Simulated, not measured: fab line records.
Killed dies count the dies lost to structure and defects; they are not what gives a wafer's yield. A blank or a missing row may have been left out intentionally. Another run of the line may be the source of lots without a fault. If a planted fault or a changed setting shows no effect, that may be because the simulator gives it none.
fab line records	flow nand-harc	part 1 of 2: steps 1 to 23 of 34
[record] lots = 5	wafers = 15	last-day = 32
route steps=1302 shown A_CHANNEL_FILL_D2@614 A_STAIRCASE@639
lots with no fault: from the same line, run without faults
start-h: hours from the record's first day to the start of the lot's first wafer shown	wait-h: time in hours since the lot's previous step	" as in the row above	L1.1+2: a single row standing in for several wafers	- no value present, or no start provided	* or withheld: withheld	< > ~ a bound
route shown NAME@n: NAME is a module with steps in the file, n the number in the route of the first one	usual: mean/standard deviation of fault-free wafers	same: alike in all rows	chamber/n: place in a boat	sites: each site's reading	_std_site: their standard deviation	_edge_site: the outer-site mean with the inner-site mean subtracted	radius-mm: how far each site lies from the wafer's centre	mask NAME#n: copy n	behind: the most recent tool/chamber to have shaped the wafer	hold: what put the lot on hold/how long, in hours/how the hold closed	device: transistor that didn't switch, given as n, p or np	end of line: tests of these same wafers at the route's end	a step given without rows: its recipe and nothing more	killed: at the first sort, the dies lost to defects and structure; wafer yield is something else	map: the dies of a wafer, with x for killed, . for not killed, _ for no die there
set.NAME: the setting the step ran with; set.NAME@STEP: the setting that earlier step ran with	model.NAME: the simulator's own value behind a step, which no gauge read
certain route steps with their lots: each step a table, each wafer a row
services: when a tool's chamber went out of use (start-h, in hours from the record's first day, below 0 if earlier), for how many hours, and the reason
[[steps]]
[step NHARC_A_CHANNEL_FILL_D2_ALD_14]
[recipe] target-thk-a = 25	pulse-time-s = 10	ald-cycles = 25	temp-c = 300	material = SiO2
[usual] heater-power-w = 451/46	precursor-pulse-height-rel = 1.003/0.02
lot.wafer	tool	chamber	start-h	wait-h	heater-power-w	precursor-pulse-height-rel
L080.4	ald-hk-01	1	361.77	0.0	543	1.048
L080.3	"	3	"	"	408	1.012
L080.1	"	0	"	"	442	0.996
L089.3	ald-hk-04	0	473.11	0.0	400	0.980
L089.1	"	1	"	"	511	1.030
L089.5	"	0	"	"	384	0.991
L090.3	ald-hk-01	2	473.18	0.1	475	1.048
L090.4	"	3	"	"	398	0.990
L090.5	"	0	"	"	432	1.017
L095.4	ald-hk-04	2	512.01	0.0	463	1.018
L095.1	"	0	"	"	379	0.986
L095.3	"	1	"	"	487	1.014
L096.4	ald-hk-01	1	512.04	0.1	531	0.966
L096.2	"	3	"	"	438	1.005
L096.5	"	0	"	"	440	0.987
[step NHARC_A_CHANNEL_FILL_D2_ALD_15]
[recipe] target-thk-a = 20	pulse-time-s = 60	ald-cycles = 19	temp-c = 630	pressure-torr = 2	material = SiNx
[usual] precursor-pulse-height-rel = 1.002/0.019
lot.wafer	tool	chamber	start-h	wait-h	precursor-pulse-height-rel
L080.1	ald-sin-batch-03	0	-	-	0.974
L080.3	"	0	"	"	1.003
L080.4	"	0	"	"	0.954
L089.1	ald-sin-batch-01	0	-	-	1.009
L089.3	"	0	"	"	1.005
L089.5	"	0	"	"	0.997
L090.3	ald-sin-batch-01	0	-	-	1.004
L090.4	"	0	"	"	0.978
L090.5	"	0	"	"	1.002
L095.1	ald-sin-batch-02	0	-	-	0.986
L095.3	"	0	"	"	0.995
L095.4	"	0	"	"	1.002
L096.2	ald-sin-batch-02	0	-	-	0.989
L096.4	"	0	"	"	1.009
L096.5	"	0	"	"	1.007
[step NHARC_A_CHANNEL_FILL_D2_ALD_16]
[recipe] target-thk-a = 15	pulse-time-s = 10	ald-cycles = 15	temp-c = 300	material = SiO2
[usual] heater-power-w = 450/46	precursor-pulse-height-rel = 0.995/0.021
lot.wafer	tool	chamber	start-h	wait-h	heater-power-w	precursor-pulse-height-rel
L080.1	ald-hk-04	1	366.93	0.0	515	1.024
L080.3	"	2	"	"	494	0.996
L080.4	"	0	"	"	384	1.022
L089.1	ald-hk-02	2	478.31	0.1	493	0.997
L089.3	"	3	"	"	394	0.980
L089.5	"	2	"	"	490	0.996
L090.3	ald-hk-04	0	478.39	0.2	384	0.996
L090.4	"	1	"	"	514	1.010
L090.5	"	3	"	"	421	1.005
L096.4	ald-hk-02	2	517.16	0.0	485	0.993
L096.2	"	0	"	"	458	1.013
L096.5	"	3	"	"	404	1.027
L095.4	ald-hk-04	3	517.17	0.0	434	1.004
L095.1	"	1	"	"	507	1.026
L095.3	"	2	"	"	472	0.966
[step NHARC_A_CHANNEL_FILL_D2_ANNEAL_17]
[recipe] temp-c = 850	time-s = 1800
[usual] zone-power-lower-pct = 14.2/0.82
lot.wafer	tool	chamber	start-h	wait-h	zone-power-lower-pct
L080.1	furnace-05	0	370.25	-	16.0
L080.3	"	0	"	"	16.3
L080.4	"	0	"	"	16.5
L089.1	furnace-04	0	481.35	-	14.3
L089.3	"	0	"	"	14.1
L089.5	"	0	"	"	14.0
L090.3	furnace-04	0	481.35	2.9	14.0
L090.4	"	0	"	"	14.3
L090.5	"	0	"	"	13.9
L095.1	furnace-07	0	519.99	-	13.9
L095.3	"	0	"	"	13.9
L095.4	"	0	"	"	14.0
L096.2	furnace-07	0	519.99	-	13.7
L096.4	"	0	"	"	13.6
L096.5	"	0	"	"	13.9
[step NHARC_A_CHANNEL_FILL_D2_CVD_18]
[recipe] target-thk-a = 30	temp-c = 550	material = poly-Si
[usual] zone-power-lower-pct = 7.2/0.74
lot.wafer	tool	chamber	start-h	wait-h	zone-power-lower-pct
L080.1	lpcvd-poly-02	0	376.65	-	8.2
L080.3	"	0	"	"	8.2
L080.4	"	0	"	"	8.1
L089.1	lpcvd-poly-02	0	487.74	-	8.1
L089.3	"	0	"	"	8.1
L089.5	"	0	"	"	8.2
L090.3	lpcvd-poly-02	0	487.74	-	8.2
L090.4	"	0	"	"	8.1
L090.5	"	0	"	"	8.2
L095.1	lpcvd-poly-04	0	526.54	-	6.3
L095.3	"	0	"	"	6.3
L095.4	"	0	"	"	6.3
L096.2	lpcvd-poly-04	0	526.54	-	6.3
L096.4	"	0	"	"	6.3
L096.5	"	0	"	"	6.3
[step NHARC_A_CHANNEL_FILL_D2_ETCHBACK_19]
[recipe] target-depth-a = 50	time-s = 1.7	hbr-flow-sccm = 150	cl2-flow-sccm = 50	rf-w = 400	icp-w = 400	bias-w = 100	chemistry = HBr/Cl2
[usual] drypump-motor-current-A = 5.8/0.52	oes-product-au = 1.003/0.0092	throttle-valve-pct = 26.406/0.0099
lot.wafer	tool	chamber	start-h	wait-h	drypump-motor-current-A	oes-product-au	rf-hours-counter-h	throttle-valve-pct
L080.1	rie-si-02	1	378.73	0.4	4.7	0.999	0.70	26.410
L080.3	"	2	"	"	6.3	0.993	0.79	26.414
L080.4	"	0	"	"	5.7	1.018	0.60	26.397
L090.3	rie-si-01	2	489.79	0.4	5.3	1.018	0.68	26.398
L090.4	"	2	"	"	5.3	1.014	-	26.420
L090.5	"	3	"	"	6.5	1.013	-	26.392
L089.1	rie-si-02	1	489.80	0.4	4.7	1.014	0.08	26.400
L089.3	"	2	"	"	6.3	1.008	0.07	26.425
L089.5	"	0	"	"	5.7	1.010	-	26.396
L095.1	rie-si-03	0	528.63	0.4	5.7	0.992	0.76	26.431
L095.4	"	0	"	"	5.7	0.994	-	26.414
L095.3	"	3	"	"	6.2	1.011	-	26.405
L096.4	rie-si-01	3	528.64	0.4	6.5	0.998	0.92	26.390
L096.2	"	0	"	"	5.3	0.995	0.73	26.405
L096.5	"	3	"	"	6.5	1.005	-	26.411
[step NHARC_A_CHANNEL_FILL_D2_ETCHBACK_20]
[recipe] target-depth-a = 270	time-s = 13.5	c4f8-flow-sccm = withheld	o2-flow-sccm = 8	ar-flow-sccm = withheld	rf-w = 600	bias-w = 1500	chemistry = C4F8/O2/Ar
[usual] oes-product-au = 0.994/0.02	rf-vpp-V = 978/7.1
lot.wafer	tool	chamber	start-h	wait-h	oes-product-au	rf-hours-counter-h	rf-vpp-V
L080.4	rie-diel-10	1	378.86	-	0.976	3	976
L080.1	"	2	"	"	0.969	3	973
L080.3	"	0	"	"	0.959	3	988
L089.1	rie-diel-09	1	489.91	-	1.015	4	971
L089.3	"	3	"	"	0.988	4	987
L089.5	"	0	"	"	0.985	-	970
L090.3	rie-diel-10	0	489.94	-	1.001	2	986
L090.4	"	1	"	"	1.003	2	975
L090.5	"	3	"	"	0.995	-	970
L096.4	rie-diel-13	2	528.76	-	1.008	0	984
L096.2	"	0	"	"	1.011	0	978
L096.5	"	1	"	"	0.997	-	982
L095.3	rie-diel-10	1	528.84	-	0.991	4	976
L095.1	"	3	"	"	0.992	4	969
L095.4	"	3	"	"	0.999	-	969
[step NHARC_A_CHANNEL_FILL_D2_STRIP_28]
[recipe] time-s = 20	o2-flow-sccm = 500	ar-flow-sccm = 0	bias-w = 0	chemistry = O2
[usual] drypump-motor-current-A = 5.6/0.32	oes-product-au = 1.007/0.0089	rf-vpp-V = 57.7/0.93	showerhead-plenum-p-Torr = 3.52/0.17	throttle-valve-pct = 17.036/0.0093
lot.wafer	tool	chamber	start-h	wait-h	drypump-motor-current-A	oes-product-au	rf-hours-counter-h	rf-vpp-V	showerhead-plenum-p-Torr	throttle-valve-pct
L080.1	rie-diel-10	1	378.95	0.1	5.5	1.020	3	57.5	3.46	17.025
L080.4	"	2	"	"	5.3	1.013	3	57.7	3.40	17.037
L080.3	"	3	"	"	5.0	0.999	3	57.0	3.33	17.030
L089.3	rie-diel-09	0	490.03	0.1	5.8	1.002	4	57.0	3.35	17.023
L089.1	"	1	"	"	6.0	1.016	4	57.8	3.36	17.037
L089.5	"	0	"	"	5.8	1.003	-	56.3	3.35	17.050
L090.3	rie-diel-10	1	490.03	0.1	5.5	0.999	2	56.1	3.46	17.014
L090.4	"	3	"	"	5.0	1.005	2	56.7	3.33	17.024
L090.5	"	0	"	"	5.6	0.995	-	58.0	3.76	17.033
L096.2	rie-diel-13	3	528.85	0.1	5.2	1.013	0	55.7	3.61	17.013
L096.4	"	1	"	"	6.1	0.995	0	58.2	3.60	17.029
L096.5	"	3	"	"	5.2	1.005	-	58.1	3.61	17.036
L095.1	rie-diel-10	1	528.94	0.1	5.6	1.008	4	57.7	3.46	17.047
L095.3	"	3	"	"	5.0	1.011	4	57.9	3.33	17.034
L095.4	"	1	"	"	5.6	1.011	-	58.3	3.46	17.033
[step NHARC_A_CHANNEL_FILL_D2_PRECLEAN_21]
[recipe] time-s = 30	chemistry = dHF
lot.wafer	tool	chamber	start-h	wait-h
L080.4+1+3	wet-bench-06	0,2,4	379.05	-
L090.5+4+3	wet-bench-06	7,1,4	490.12	-
L089.3+1+5	wet-bench-09	5,6,7	490.13	-
L096.2+4+5	wet-bench-07	0,1,4	528.95	-
L095.1+4+3	wet-bench-06	4,0,1	529.04	-
[step NHARC_A_CHANNEL_FILL_D2_SRD_23]
lot.wafer	tool	chamber	start-h	wait-h
L080.4+1+3	wet-bench-06	0,2,4	379.08	0.0
L090.5+4+3	wet-bench-06	7,1,4	490.15	0.0
L089.3+1+5	wet-bench-09	5,6,7	490.16	0.0
L096.2+4+5	wet-bench-07	0,1,4	528.97	0.0
L095.1+4+3	wet-bench-06	4,0,1	529.07	0.0
[step NHARC_A_CHANNEL_FILL_D2_CVD_05]
[recipe] target-thk-a = 50	temp-c = 550	material = poly-Si
[usual] zone-power-lower-pct = 7.4/0.64
lot.wafer	tool	chamber	start-h	wait-h	zone-power-lower-pct
L080.1	lpcvd-poly-02	0	381.35	2.3	8.1
L080.3	"	0	"	"	8.1
L080.4	"	0	"	"	8.1
L089.1	lpcvd-poly-02	0	492.40	2.2	8.2
L089.3	"	0	"	"	8.2
L089.5	"	0	"	"	8.1
L090.3	lpcvd-poly-02	0	492.40	2.2	8.1
L090.4	"	0	"	"	8.2
L090.5	"	0	"	"	8.1
L095.1	lpcvd-poly-01	0	532.59	3.5	7.0
L095.3	"	0	"	"	6.9
L095.4	"	0	"	"	6.9
L096.2	lpcvd-poly-01	0	532.59	3.6	7.0
L096.4	"	0	"	"	6.9
L096.5	"	0	"	"	7.0
[step NHARC_A_CHANNEL_FILL_D2_ANNEAL_22]
[recipe] temp-c = 620	time-s = 7200
[usual] zone-power-lower-pct = 7.9/0.54
lot.wafer	tool	chamber	start-h	wait-h	zone-power-lower-pct
L080.1	furnace-04	0	386.65	3.5	7.7
L080.3	"	0	"	"	7.8
L080.4	"	0	"	"	7.6
L089.1	furnace-07	0	497.17	2.9	7.5
L089.3	"	0	"	"	7.5
L089.5	"	0	"	"	7.5
L090.3	furnace-07	0	497.17	2.9	7.5
L090.4	"	0	"	"	7.5
L090.5	"	0	"	"	7.5
L095.1	furnace-04	0	540.61	6.2	7.8
L095.3	"	0	"	"	7.7
L095.4	"	0	"	"	7.7
L096.2	furnace-04	0	540.61	6.2	7.7
L096.4	"	0	"	"	7.7
L096.5	"	0	"	"	7.8
[step NHARC_A_CHANNEL_FILL_D2_ALD_25]
[recipe] target-thk-a = 600	pulse-time-s = 10	ald-cycles = 600	temp-c = 300	material = SiOx
[usual] heater-power-w = 455/45	precursor-pulse-height-rel = 1.001/0.018
lot.wafer	tool	chamber	start-h	wait-h	heater-power-w	precursor-pulse-height-rel
L080.1	ald-hk-02	1	390.70	0.1	465	1.010
L080.4	"	2	"	"	490	1.026
L080.3	"	0	392.52	1.9	454	0.999
L089.1	ald-hk-01	0	501.30	0.1	442	0.993
L089.3	"	1	502.52	1.3	526	1.028
L089.5	"	1	507.41	6.2	540	0.981
L090.3	ald-hk-04	1	502.64	1.4	505	0.975
L090.4	"	3	503.88	2.6	421	1.003
L090.5	"	1	505.11	3.9	515	1.012
L095.4	ald-hk-02	2	545.29	0.7	500	1.014
L095.3	"	3	"	"	401	0.985
L095.1	"	0	"	"	491	1.015
L096.4	ald-hk-04	2	546.09	1.5	466	0.997
L096.2	"	1	547.93	3.3	487	0.995
L096.5	"	2	"	"	465	0.987
[step NHARC_A_CHANNEL_FILL_D2_ETCHBACK_08]
[recipe] target-depth-a = 2200	time-s = 110	c4f8-flow-sccm = 20	ar-flow-sccm = withheld	rf-w = 600	bias-w = 300	chemistry = C4F8
[usual] oes-product-au = 0.96/0.036	rf-vpp-V = 440/3.2
lot.wafer	tool	chamber	start-h	wait-h	oes-product-au	rf-hours-counter-h	rf-vpp-V
L080.1	rie-diel-09	0	-	-	1.00	1.7	438
L080.4	"	1	"	"	1.02	1.4	437
L080.3	"	2	"	"	1.01	1.6	444
L090.3	rie-diel-10	1	-	-	0.95	3.2	438
L090.4	"	2	"	"	0.92	2.7	439
L090.5	"	0	"	"	0.92	-	445
L089.1	rie-diel-10	1	-	-	1.01	3.2	440
L089.3	"	2	"	"	1.01	2.8	438
L089.5	"	2	"	"	1.00	-	438
L095.3	rie-diel-10	2	-	-	0.99	3.1	439
L095.4	"	3	"	"	0.93	4.7	437
L095.1	"	1	"	"	0.93	4.5	439
L096.2	rie-diel-09	0	-	-	1.00	0.9	439
L096.4	"	1	"	"	0.99	-	437
L096.5	"	0	"	"	1.00	-	438
[step NHARC_A_CHANNEL_FILL_D2_STRIP_29]
[recipe] time-s = 20	o2-flow-sccm = 500	ar-flow-sccm = 0	bias-w = 0	chemistry = O2
[usual] drypump-motor-current-A = 5.6/0.33	oes-product-au = 1.006/0.0093	rf-vpp-V = 57.7/0.85	showerhead-plenum-p-Torr = 3.52/0.18	throttle-valve-pct = 17.037/0.0094
lot.wafer	tool	chamber	start-h	wait-h	drypump-motor-current-A	oes-product-au	rf-hours-counter-h	rf-vpp-V	showerhead-plenum-p-Torr	throttle-valve-pct
L080.4	rie-diel-09	0	-	-	5.8	0.987	1.7	57.7	3.35	17.029
L080.3	"	1	"	"	6.0	1.005	1.5	56.7	3.36	17.058
L080.1	"	2	"	"	5.9	1.004	1.6	58.4	3.73	17.026
L090.3	rie-diel-10	0	-	-	5.6	1.016	3.3	59.4	3.76	17.029
L090.4	"	1	"	"	5.6	1.020	3.2	58.0	3.46	17.049
L090.5	"	0	"	"	5.6	1.009	-	59.3	3.76	17.044
L089.1	rie-diel-10	0	-	-	5.6	1.016	3.4	58.4	3.76	17.048
L089.3	"	1	"	"	5.6	1.007	3.3	58.0	3.46	17.036
L089.5	"	0	"	"	5.6	1.018	-	57.8	3.76	17.029
L095.3	rie-diel-10	0	-	-	5.6	1.029	4.6	58.5	3.76	17.035
L095.1	"	1	"	"	5.6	1.003	4.5	57.7	3.46	17.046
L095.4	"	2	"	"	5.3	1.002	3.2	57.2	3.39	17.043
L096.2	rie-diel-09	1	551.88	0.2	6.0	0.987	0.8	56.2	3.36	17.033
L096.4	"	1	"	"	6.0	1.001	-	57.2	3.36	17.035
L096.5	"	0	"	"	5.8	1.006	-	57.8	3.35	17.053
[step NHARC_A_CHANNEL_FILL_D2_PRECLEAN_30]
[recipe] time-s = 30	chemistry = dHF
lot.wafer	tool	chamber	start-h	wait-h
L080.1+3+4	wet-bench-07	4,6,7	396.45	-
L090.5+3+4	wet-bench-07	4,6,1	507.83	-
L089.3+5+1	wet-bench-07	5,7,1	510.75	-
L095.3+1+4	wet-bench-07	3,5,6	550.47	-
L096.4+5+2	wet-bench-07	7,0,3	551.99	0.1
[step NHARC_A_CHANNEL_FILL_D2_SRD_31]
lot.wafer	tool	chamber	start-h	wait-h
L080.1+3+4	wet-bench-07	4,6,7	396.47	0.0
L090.5+3+4	wet-bench-07	4,6,1	507.86	0.0
L089.3+5+1	wet-bench-07	5,7,1	510.78	0.0
L095.3+1+4	wet-bench-07	3,5,6	550.49	0.0
L096.4+5+2	wet-bench-07	7,0,3	552.01	0.0
[step NHARC_A_CHANNEL_FILL_D2_CVD_09]
[recipe] target-thk-a = 1500	temp-c = 620	pressure-mtorr = 200	time-s = 3000	material = poly-Si
[usual] zone-power-lower-pct = 9.3/0.88
lot.wafer	tool	chamber	start-h	wait-h	zone-power-lower-pct
L080.1	lpcvd-poly-01	0	400.37	3.9	8.4
L080.3	"	0	"	"	8.5
L080.4	"	0	"	"	8.5
L090.3	lpcvd-poly-02	0	509.38	1.5	9.9
L090.4	"	0	"	"	9.8
L090.5	"	0	"	"	10.0
L089.1	lpcvd-poly-04	0	513.39	2.6	7.6
L089.3	"	0	"	"	7.7
L089.5	"	0	"	"	7.5
L095.1	lpcvd-poly-02	0	552.76	2.3	10.0
L095.3	"	0	"	"	9.7
L095.4	"	0	"	"	9.9
L096.2	lpcvd-poly-02	0	552.76	0.7	10.0
L096.4	"	0	"	"	10.0
L096.5	"	0	"	"	9.8
[step NHARC_A_CHANNEL_FILL_D2_CMP_10]
[recipe] target-thk-nm = 150
[usual] motor-current-A = 12.5/1.7	time-to-endpoint-s = 15.2/2.3
lot.wafer	tool	chamber	start-h	wait-h	motor-current-A	time-to-endpoint-s
L080.1	cmp-02	2	403.55	0.4	11.6	17.3
L080.4	"	3	"	"	12.4	17.5
L080.3	"	0	"	"	13.5	17.4
L090.4	cmp-03	1	512.63	0.4	11.1	12.2
L090.3	"	3	"	"	11.6	18.1
L090.5	"	1	"	"	11.2	13.7
L089.1	cmp-03	0	516.61	0.4	15.7	15.5
L089.3	"	2	"	"	11.6	16.9
L089.5	"	0	"	"	15.6	13.0
L095.1	cmp-01	2	555.93	0.4	13.0	15.4
L095.4	"	3	"	"	13.1	14.5
L095.3	"	1	"	"	10.3	11.2
L096.4	cmp-02	3	555.95	0.4	12.8	15.9
L096.2	"	1	"	"	13.1	12.2
L096.5	"	2	"	"	11.6	15.6
[step NHARC_A_CHANNEL_FILL_D2_SRD_12]
lot.wafer	tool	chamber	start-h	wait-h
L080.4+3+1	wet-bench-07	6,1,3	403.82	0.0
L090.5+4+3	wet-bench-09	0,1,2	512.94	0.1
L089.1+3+5	wet-bench-09	5,6,7	516.89	0.0
L096.4+5+2	wet-bench-09	5,6,2	556.22	0.0
L095.4+3+1	wet-bench-07	1,2,5	556.22	0.0
[step NHARC_A_CHANNEL_FILL_D2_RTA_24]
[recipe] temp-c = 1000	time-s = 5
[usual] anneal-temp-c-max = 1006.1/2.4	lamp-power-pct = 29.2/2.9	lamp_zone_6_pct = 29.1/2.9	wafer_temp_C_max = 1005.7/1.2
lot.wafer	tool	chamber	start-h	wait-h	anneal-temp-c-max	lamp-power-pct	lamp_zone_6_pct	wafer_temp_C_max
L080.1	rtp-anneal-02	0	403.95	0.0	1003.0	26.0	26.0	1008.4
L080.3	"	0	"	"	1003.7	26.1	26.0	1005.1
L080.4	"	0	"	"	1002.7	26.1	26.0	1007.2
L090.3	rtp-anneal-02	0	513.27	0.2	1003.5	26.1	26.0	1006.8
L090.4	"	0	"	"	1003.5	26.0	26.0	1006.8
L090.5	"	0	"	"	1003.8	26.1	25.9	1004.7
L089.1	rtp-anneal-02	0	517.00	0.0	1004.4	26.1	26.0	1006.4
L089.3	"	0	"	"	1004.5	26.0	26.0	1007.0
L089.5	"	0	"	"	1003.9	26.1	26.0	1005.1
L095.1	rtp-anneal-02	0	556.34	0.0	1005.4	26.0	26.0	1005.8
L095.3	"	0	"	"	1002.3	26.0	26.0	1005.8
L095.4	"	0	"	"	1003.5	26.0	26.0	1006.8
L096.2	rtp-anneal-01	0	556.49	0.2	1007.7	31.9	31.8	1005.8
L096.4	"	0	"	"	1007.7	31.9	31.8	1005.2
L096.5	"	0	"	"	1008.2	31.9	31.8	1005.1
[step NHARC_A_CHANNEL_FILL_D2_INSPECT_13]
[usual] raw-defect-count = 376/130
lot.wafer	tool	chamber	start-h	wait-h	raw-defect-count
L080.1	defect-inspect-01	-	404.15	0.2	340
L080.3	"	-	"	"	229
L080.4	"	-	"	"	346
L090.3	defect-inspect-02	-	513.41	0.1	350
L090.4	"	-	"	"	261
L090.5	"	-	"	"	380
L089.1	defect-inspect-01	-	517.23	0.2	296
L089.3	"	-	"	"	428
L089.5	"	-	"	"	279
L095.1	defect-inspect-01	-	556.54	0.2	571
L095.3	"	-	"	"	465
L095.4	"	-	"	"	449
L096.2	defect-inspect-02	-	556.66	0.1	323
L096.4	"	-	"	"	258
L096.5	"	-	"	"	330
[step NHARC_A_STAIRCASE_DEP_156]
[recipe] target-thk-a = 500	temp-c = 400	target-thk-nm = 50	flow-sccm = 200	rf-w = 450	material = SiNx
[usual] heater-power-w = 707/76
lot.wafer	tool	chamber	start-h	wait-h	heater-power-w
L080.1	pecvd-03	2	404.22	0.1	631
L080.3	"	1	"	"	697
L080.4	"	1	"	"	710
L090.3	pecvd-01	2	513.48	0.1	796
L090.5	"	2	"	"	844
L090.4	"	1	"	"	820
L089.3	pecvd-03	1	517.59	0.4	699
L089.1	"	2	"	"	595
L089.5	"	1	"	"	711
L095.1	pecvd-02	1	556.61	0.1	730
L095.3	"	0	"	"	635
L095.4	"	2	"	"	729
L096.2	pecvd-01	2	556.76	0.1	827
L096.4	"	1	"	"	796
L096.5	"	2	"	"	828
